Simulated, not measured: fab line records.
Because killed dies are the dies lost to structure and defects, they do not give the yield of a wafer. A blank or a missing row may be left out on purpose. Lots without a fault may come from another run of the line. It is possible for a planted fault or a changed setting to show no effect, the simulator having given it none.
Struck lot and sound lot, side by side :: flow n5_finfet :: 39 out of 1938 route steps
Sound: wafers L890.2, L890.3, L890.6. Struck: wafer L891.4 (L891.1, L891.3, from the same lot, were not struck and are left out); the cause is given at the end.
Order at every step that has rows: each side's tool, ch and its chambers, its first start. Under that, the readings that differ: sound wafers :: struck wafers :: difference of the means :: sigmas: that difference in standard deviations of wafers without a fault.
alike: same words and numbers on both sides, and readings whose means sit less than 2 such deviations apart. not compared: any withheld reading, any reading some wafer has no value for, any bound like >300 that may hide the same value, and any number with overlapping values for which the record gives no deviation.
A row with sigmas, a row that says differs or no value, or rows on one side alone: a step with any of these is where the two part. Numbers that have no deviation but don't overlap get no sigmas and don't part them. Lack of a reading on every wafer of one side parts them only where that side has two or more wafers.

first, 10 steps without rows for these wafers: N5_BEOL_M3_STRIP_36 (strips in N2/H2); N5_BEOL_M3_TRENCH_ETCH_37 (etches SiOC in C4F6/O2, target depth 55.555 nm, time 29.2 s); N5_BEOL_M3_ETCH_41 (etches SiCN in CH3F/O2, target depth 29.9 nm, time 52.5 s); N5_BEOL_M3_STRIP_97 (strips in N2/H2, time 10 s); N5_BEOL_M3_HM_STRIP_39 (strips TiN in peroxide tin strip, target depth 25 nm, time 158 s); N5_BEOL_M3_SRD_40 (time 30 s); N5_BEOL_M3_PRECLEAN_42 (cleans in residue remover, time 60 s); N5_BEOL_M3_SRD_43 (time 30 s); N5_BEOL_M3_DEGAS_44 (time 60 s); N5_BEOL_M3_PRE_CLEAN_45 (time 30 s).
N5_BEOL_M3_ALD_84: deposits TaN, pulse time 2 s, purge time 3 s, co reactant purge time 2 s.
  sound on ald_metal-01 ch 0,2,3, day 10 13:33; struck on ald_metal-01 ch 3, day 10 20:37
reading: ald_cycles
sound: 30 30 30
struck: 54
difference: +24
sigmas: 
  alike: chamber_pressure_Torr, heater_power_w, precursor_vessel_carrier_sccm
  not compared: since_wet_clean_h, model.TaN_of_BEOL_M3_ALD_84.thk_nm
then, 26 steps without rows for these wafers: N5_BEOL_M3_SURFACE_TREAT_85; N5_BEOL_M3_CVD_47 (deposits Co from CCTBA/H2, target thk 3 nm, time 223.8 s); N5_BEOL_M3_SPUTTER_48 (material Cu, target thk 4.5 nm, time 8.29 s); N5_BEOL_M3_ANNEAL_49 (time 240 s); N5_BEOL_M3_SPUTTER_79 (material Cu, target thk 4.5 nm, time 8.29 s); N5_BEOL_M3_ANNEAL_80 (time 240 s); N5_BEOL_M3_SPUTTER_81 (material Cu, target thk 4.5 nm, time 8.29 s); N5_BEOL_M3_ANNEAL_82 (time 240 s); N5_BEOL_M3_SPUTTER_86 (material Cu, target thk 4.5 nm, time 8.29 s); N5_BEOL_M3_ANNEAL_87 (time 240 s); N5_BEOL_M3_SPUTTER_88 (material Cu, target thk 4.5 nm, time 8.29 s); N5_BEOL_M3_ANNEAL_89 (time 240 s); N5_BEOL_M3_SPUTTER_90 (material Cu, target thk 4.5 nm, time 8.29 s); N5_BEOL_M3_ANNEAL_91 (time 240 s); N5_BEOL_M3_SPUTTER_92 (material Cu, target thk 4.5 nm, time 8.29 s); N5_BEOL_M3_ANNEAL_93 (time 240 s); N5_BEOL_M3_SPUTTER_94 (material Cu, target thk 4.5 nm, time 8.29 s); N5_BEOL_M3_ANNEAL_95 (time 240 s); N5_BEOL_M3_SPUTTER_96 (material Cu, target thk 4.5 nm, time 8.29 s); N5_BEOL_M3_ECD_50 (material Cu, target thk 300 nm); N5_BEOL_M3_ANNEAL_51 (time 90 s); N5_BEOL_M3_CMP_52 (polishes, stops on SiOC, t overpolish 6.8 s, target thk 40 nm); N5_BEOL_M3_PRE_CLEAN_60 (time 15 s); N5_BEOL_M3_CO_CAP_55 (material Co, precursor CCTBA/H2, target thk 2 nm, time 102.1 s); N5_BEOL_M3_PRE_CLEAN_56 (time 15 s); N5_BEOL_M3_DEP_57 (deposits SiCN from 3MS/NH3, target thk 8 nm, time 14 s).
N5_BEOL_M4_RC_MEAS_101:
  sound on prober-01 ch 0, day 11 03:34; struck on prober-02 ch 0, day 11 07:26
reading: CHAIN_V2 (ohm/link)
sound: 238 230 224
struck: 400
difference: +169
sigmas: +18

reading: CHAIN_V2_max_site (ohm/link)
sound: 245 241 235
struck: 411
difference: +171
sigmas: +17

reading: ION_N (uA/um)
sound: 643 686 669
struck: 699
difference: +33
sigmas: +3

reading: SERP_M3 (ohm/um)
sound: 198 192 176
struck: 251
difference: +62
sigmas: +4

reading: SERP_M3_max_site (ohm/um)
sound: 210 205 191
struck: 267
difference: +65
sigmas: +4

reading: SS_P (mV/dec)
sound: 71.8 73.6 73.1
struck: 74.9
difference: +2.1
sigmas: +3
  alike: DIBL_N, DIBL_P, IOFF_N, IOFF_P, ION_P, SS_N, VT_N, VT_P
-- a jump in the record: the struck wafers' starts before and after are 4 days apart (it breaks off in module BEOL_M4 and resumes in module PASSIVATION, where the first step shown is number 1936 of the route) --
N5_PASSIVATION_PROBE_49:
  sound on prober-02 at day 15 16:41; struck on prober-02 at day 15 14:56
reading: killed_at_front_end
sound: 37 54 47
struck: 22
difference: -24
sigmas: -2
  alike: defect_limited_yield, killed_at_M0_to_M3, killed_at_M4_up, killed_at_contacts, killed_at_other, killed_dies, killed_open, killed_short, sort_bin_5_function, sort_bin_6_memory, sort_bin_8_speed, sort_n_pass

== WHERE THEY PART ==
First at N5_BEOL_M4_RC_MEAS_101; last, within this record, at N5_PASSIVATION_PROBE_49.

WHY: what had been put in by the simulator
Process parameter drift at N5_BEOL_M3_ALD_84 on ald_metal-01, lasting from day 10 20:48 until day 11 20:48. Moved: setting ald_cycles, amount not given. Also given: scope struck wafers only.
